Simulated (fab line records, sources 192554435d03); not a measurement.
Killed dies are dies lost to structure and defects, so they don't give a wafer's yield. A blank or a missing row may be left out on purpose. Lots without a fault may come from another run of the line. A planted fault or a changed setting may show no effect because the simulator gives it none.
fab line records | flow n5_finfet | part 2 of 2: steps 20 to 27 of 27
record lots=5 wafers=15 last_day=18
route steps=1938 shown BEOL_M1@773
lots that met no fault: from a run of the same line without faults
start_h: hours from the record's first day to the start of the lot's first wafer shown | wait_h: hours since the lot's step before | " the same as in the row above | L1.1+2: a row that stands for several wafers | - no value, or no start given | * or withheld: withheld | < > ~ a bound
route shown NAME@n: a module of which the file shows steps, and the number in the route of the first | usual: mean/standard deviation of fault-free wafers | same: alike in all rows | chamber/n: place in a boat | sites: the reading at each site | _std_site: their standard deviation | _edge_site: outer sites' mean less inner sites' | radius_mm: how far each site lies from the wafer's centre | mask NAME#n: copy n | behind: the tool/chamber that last shaped the wafer | hold: why the lot was held/for how many hours/how that ended | device: the transistor (n, p or np) that didn't switch | end of line: the same wafers' tests at the end of the route | a step without rows: its recipe alone | killed: dies lost to structure and defects at the first sort, not the wafer's yield | map: a wafer's dies, x killed, . not, _ none there
set.NAME: the setting as run; set.NAME@STEP: as run at that earlier step | model.NAME: the simulator's own value behind a step, which no gauge read
lots at some steps of the route; a table a step, a row a wafer
services: from which hour (start_h, from the record's first day; less than 0 if before it) a tool's chamber was out of use, for how many hours, and why
## steps
# step N5_BEOL_M1_ALD_98
# recipe material=SiO2 target_thk_a=25 temp_c=100 ald_precursor_family=BDEAS ald_co_reactant=O2-plasma pulse_time_s=1 co_reactant_pulse_time_s=1 purge_time_s=2 co_reactant_purge_time_s=2 ald_cycles=17 pressure_torr=2
# usual heater_power_outer_w=39/5.1 heater_power_w=75/8.7 precursor_pulse_height_rel=1.000/0.021
# columns lot.wafer tool chamber start_h wait_h heater_power_outer_w heater_power_w precursor_pulse_height_rel
L076.2 ald_sin-04 0 136.86 0.1 36 69 0.970
L076.3 " 3 " " 41 79 1.007
L076.5 " 1 " " 40 79 0.968
L083.2 ald_sin-01 1 182.30 0.3 33 63 1.011
L083.3 " 3 " " 45 83 0.996
L083.4 " 0 " " 34 67 1.016
L084.1 ald_sin-03 2 191.15 0.2 29 58 1.003
L084.2 " 0 " " 38 69 1.026
L084.6 " 2 " " 29 59 0.998
L091.2 ald_sin-01 1 227.13 0.1 33 62 1.011
L091.5 " 3 " " 45 86 0.989
L091.6 " 0 " " 35 69 0.991
L097.3 ald_sin-03 1 263.76 0.1 45 87 1.024
L097.4 " 0 " " 39 69 1.003
L097.5 " 3 " " 49 86 1.008
# step N5_BEOL_M1_ETCHBACK_99
# recipe chemistry=CHF3 target=SiO2 target_depth_a=50 time_s=10.4 source_w=215 bias_w=47 Ar_flow_sccm=200 CHF3_flow_sccm=12 ion_energy_ev=100 pressure_mtorr=30
# usual drypump_motor_current_A=5.9/0.56 oes_product_au=0.81/0.1 rf_vpp_V=239/4.1 showerhead_plenum_p_Torr=2.16/0.071 throttle_valve_pct=17.05/0.22
# columns lot.wafer tool chamber start_h wait_h drypump_motor_current_A oes_product_au rf_hours_counter_h rf_vpp_V showerhead_plenum_p_Torr throttle_valve_pct
L076.2 rie_diel-05 1 137.28 0.4 5.6 0.79 125 235 2.08 16.93
L076.3 " 3 " " 6.4 0.81 83 240 2.07 16.85
L076.5 " 1 " " 5.6 0.79 - 234 2.08 16.93
L083.2 rie_diel-05 2 183.38 1.0 6.5 0.90 34 235 2.12 17.01
L083.3 " 1 " " 5.6 0.77 138 232 2.07 16.97
L083.4 " 0 " " 5.4 0.71 209 238 2.21 17.01
L084.1 rie_diel-05 3 193.27 2.1 6.3 0.80 101 242 2.06 16.90
L084.2 " 0 " " 5.5 0.71 212 239 2.21 17.02
L084.6 " 3 " " 6.3 0.79 - 242 2.06 16.90
L091.2 rie_diel-02 2 229.21 2.0 6.7 0.81 88 238 2.17 17.36
L091.5 " 0 " " 5.0 1.01 - 242 2.27 16.65
L091.6 " 1 " " 6.2 0.91 - 242 2.13 17.01
L097.3 rie_diel-05 0 266.71 2.9 5.5 0.68 235 235 2.20 17.04
L097.4 " 2 " " 6.5 0.86 60 235 2.11 17.06
L097.5 " 1 " " 5.6 0.74 - 234 2.07 16.99
# step N5_BEOL_M1_ETCH_70
# recipe chemistry=N2/H2 target=SOC target_depth_a=800 overetch_a=160 mask_material=SiARC temp_c=40 time_s=120 ion_energy_ev=200 pressure_mtorr=30 source_w=840 bias_w=150 n2_flow_sccm=200 h2_flow_sccm=200
# usual drypump_motor_current_A=5.9/0.56 oes_product_au=0.62/0.075 rf_vpp_V=524.3/2.5 showerhead_plenum_p_Torr=2.56/0.083 throttle_valve_pct=17.82/0.24
# columns lot.wafer tool chamber start_h wait_h drypump_motor_current_A oes_product_au rf_hours_counter_h rf_vpp_V showerhead_plenum_p_Torr throttle_valve_pct
L076.2 rie_diel-05 1 137.31 0.0 5.6 0.59 125 521.5 2.45 17.69
L076.3 " 3 " " 6.3 0.63 83 521.7 2.46 17.77
L076.5 " 1 " " 5.6 0.60 - 520.0 2.45 17.66
L083.2 rie_diel-05 2 183.42 0.0 6.5 0.70 34 523.2 2.49 17.65
L083.3 " 1 " " 5.6 0.59 138 519.9 2.44 17.70
L083.4 " 0 " " 5.4 0.54 209 524.8 2.63 17.91
L084.1 rie_diel-05 3 193.31 0.0 6.4 0.62 101 521.1 2.45 17.80
L084.2 " 0 " " 5.5 0.54 212 526.0 2.63 17.92
L084.6 " 3 " " 6.3 0.62 - 520.7 2.45 17.80
L091.2 rie_diel-02 2 229.24 0.0 6.7 0.62 88 524.5 2.57 18.08
L091.5 " 0 " " 5.0 0.74 - 526.8 2.70 17.46
L091.6 " 1 " " 6.2 0.68 - 522.6 2.50 17.84
L097.3 rie_diel-05 0 266.75 0.0 5.4 0.53 235 525.1 2.61 17.98
L097.4 " 2 " " 6.5 0.66 60 521.9 2.48 17.69
L097.5 " 1 " " 5.6 0.57 - 520.8 2.43 17.72
# step N5_BEOL_M1_STRIP_71
# recipe chemistry=N2/H2 temp_c=40 n2_flow_sccm=200 h2_flow_sccm=200 rf_frequency_hz=6e+07
# columns lot.wafer tool chamber start_h wait_h
L076.2+3+5 rie_diel-05 1,3,1 137.39 0.0
L083.2+3+4 rie_diel-05 2,1,0 183.50 0.0
L084.1+2+6 rie_diel-05 3,0,3 193.39 0.0
L091.2+5+6 rie_diel-02 2,0,1 229.33 0.0
L097.3+4+5 rie_diel-05 0,2,1 266.83 0.0
# step N5_BEOL_M1_STRIP_78
# recipe chemistry=N2/H2 temp_c=40 n2_flow_sccm=200 h2_flow_sccm=200 rf_frequency_hz=6e+07
# columns lot.wafer tool chamber start_h wait_h
L076.2+3+5 rie_diel-05 1,3,1 137.40 0.0
L083.2+3+4 rie_diel-05 2,1,0 183.51 0.0
L084.1+2+6 rie_diel-05 3,0,3 193.40 0.0
L091.2+5+6 rie_diel-02 2,0,1 229.34 0.0
L097.3+4+5 rie_diel-05 0,2,1 266.84 0.0
# step N5_BEOL_M1_VIA_ETCH_34
# recipe chemistry=C4F6/O2 target_depth_a=678 mask_material=SOC pressure_mtorr=15 ion_energy_ev=250 taper_deg=4 time_s=64.4 source_w=350 bias_w=170 Ar_flow_sccm=300 C4F6_flow_sccm=10 O2_flow_sccm=10
# usual drypump_motor_current_A=5.9/0.56 oes_product_au=0.81/0.1 rf_vpp_V=661/11 showerhead_plenum_p_Torr=2.86/0.09 throttle_valve_pct=30.74/0.25
# columns lot.wafer tool chamber start_h wait_h drypump_motor_current_A oes_product_au rf_hours_counter_h rf_vpp_V showerhead_plenum_p_Torr throttle_valve_pct
L076.2 rie_diel-05 1 137.41 0.0 5.6 0.78 125 647 2.75 30.61
L076.3 " 3 " " 6.3 0.81 83 668 2.74 30.46
L076.5 " 1 " " 5.6 0.79 - 647 2.75 30.61
L083.2 rie_diel-05 2 183.52 0.0 6.5 0.89 34 648 2.79 30.74
L083.3 " 1 " " 5.6 0.77 138 646 2.75 30.64
L083.4 " 0 " " 5.4 0.71 209 660 2.92 30.65
L084.1 rie_diel-05 3 193.41 0.0 6.4 0.80 101 669 2.73 30.48
L084.2 " 0 " " 5.4 0.71 212 660 2.92 30.63
L084.6 " 3 " " 6.4 0.79 - 669 2.73 30.50
L091.2 rie_diel-02 2 229.35 0.0 6.7 0.79 88 654 2.87 31.09
L091.5 " 0 " " 5.0 0.99 - 666 2.99 30.26
L091.6 " 1 " " 6.2 0.90 - 668 2.81 30.92
L097.3 rie_diel-05 0 266.85 0.0 5.4 0.70 235 660 2.91 30.65
L097.4 " 2 " " 6.4 0.86 60 650 2.78 30.76
L097.5 " 1 " " 5.6 0.75 - 646 2.73 30.65
# step N5_BEOL_M1_STRIP_83
# recipe chemistry=C4F6/O2 resist=SiARC rf_frequency_hz=6e+07
# columns lot.wafer tool chamber start_h wait_h
L076.2+3+5 rie_diel-05 1,3,1 137.46 0.0
L083.2+3+4 rie_diel-05 2,1,0 183.57 0.0
L084.1+2+6 rie_diel-05 3,0,3 193.46 0.0
L091.2+5+6 rie_diel-02 2,0,1 229.40 0.0
L097.3+4+5 rie_diel-05 0,2,1 266.90 0.0
# step N5_BEOL_M1_STRIP_36
# recipe chemistry=N2/H2 power_w=450 temp_c=40 pressure_mtorr=20 rf_frequency_hz=6e+07 overash_fraction=0.3 bias_power_w=7 h2_frac=0.5 n2_flow_sccm=200 h2_flow_sccm=200
# usual drypump_motor_current_A=5.9/0.56 oes_product_au=0.81/0.1 rf_vpp_V=59.2/1.6 showerhead_plenum_p_Torr=2.55/0.083 throttle_valve_pct=23.68/0.29
# columns lot.wafer tool chamber start_h wait_h drypump_motor_current_A oes_product_au rf_hours_counter_h rf_vpp_V showerhead_plenum_p_Torr throttle_valve_pct
L076.2 rie_diel-05 1 137.47 0.0 5.6 0.78 125 60.3 2.45 23.50
L076.3 " 3 " " 6.4 0.81 83 61.5 2.46 23.68
L076.5 " 1 " " 5.6 0.78 - 59.0 2.45 23.47
L083.2 rie_diel-05 2 183.58 0.0 6.5 0.92 34 62.7 2.49 23.41
L083.3 " 1 " " 5.6 0.77 138 60.0 2.44 23.52
L083.4 " 0 " " 5.5 0.70 209 59.2 2.62 23.91
L084.1 rie_diel-05 3 193.47 0.0 6.4 0.79 101 57.0 2.45 23.72
L084.2 " 0 " " 5.5 0.71 212 59.9 2.62 23.94
L084.6 " 3 " " 6.4 0.79 - 60.2 2.45 23.68
L091.2 rie_diel-02 2 229.41 0.0 6.7 0.82 88 59.3 2.56 23.93
L091.5 " 0 " " 5.0 1.00 - 61.6 2.69 23.37
L091.6 " 1 " " 6.2 0.92 - 56.8 2.49 23.91
L097.3 rie_diel-05 0 266.91 0.0 5.5 0.69 235 55.9 2.61 23.95
L097.4 " 2 " " 6.5 0.86 60 56.5 2.48 23.42
L097.5 " 1 " " 5.6 0.75 - 56.4 2.43 23.56
## services
# columns tool chamber start_h hours kind
ald_sin-01 2 126.17 3.7 repair
euv_scanner-02 - 133.43 1.0 pm
rie_metal-02 1 136.47 5.3 repair
euv_scanner-01 - 137.38 4.6 pm
rie_diel-04 1 142.41 4.1 repair
rie_metal-03 - 146.71 0.8 repair
rie_diel-05 0 149.93 9.9 repair
rie_diel-02 1 158.69 - clean
rie_diel-02 1 158.69 - consumable_replace:focus_ring
rie_diel-02 1 158.69 32.3 scheduled_down
rie_diel-02 1 158.69 32.3 vent_cycle
euv_scanner-02 - 189.58 1.0 pm
euv_scanner-01 - 193.90 1.0 pm
ald_sin-04 3 194.48 12.8 repair
rie_metal-03 0 213.09 4.3 repair
euv_scanner-01 - 213.62 2.1 repair
rie_metal-01 1 217.82 15.9 repair
rie_metal-03 1 245.22 17.3 repair
euv_scanner-02 - 245.73 1.0 pm
euv_scanner-01 - 246.61 4.9 repair
euv_scanner-02 - 251.46 4.6 pm
euv_scanner-01 - 256.06 1.0 pm
ald_sin-01 0 257.92 4.3 repair
euv_scanner-02 - 261.91 5.8 pm
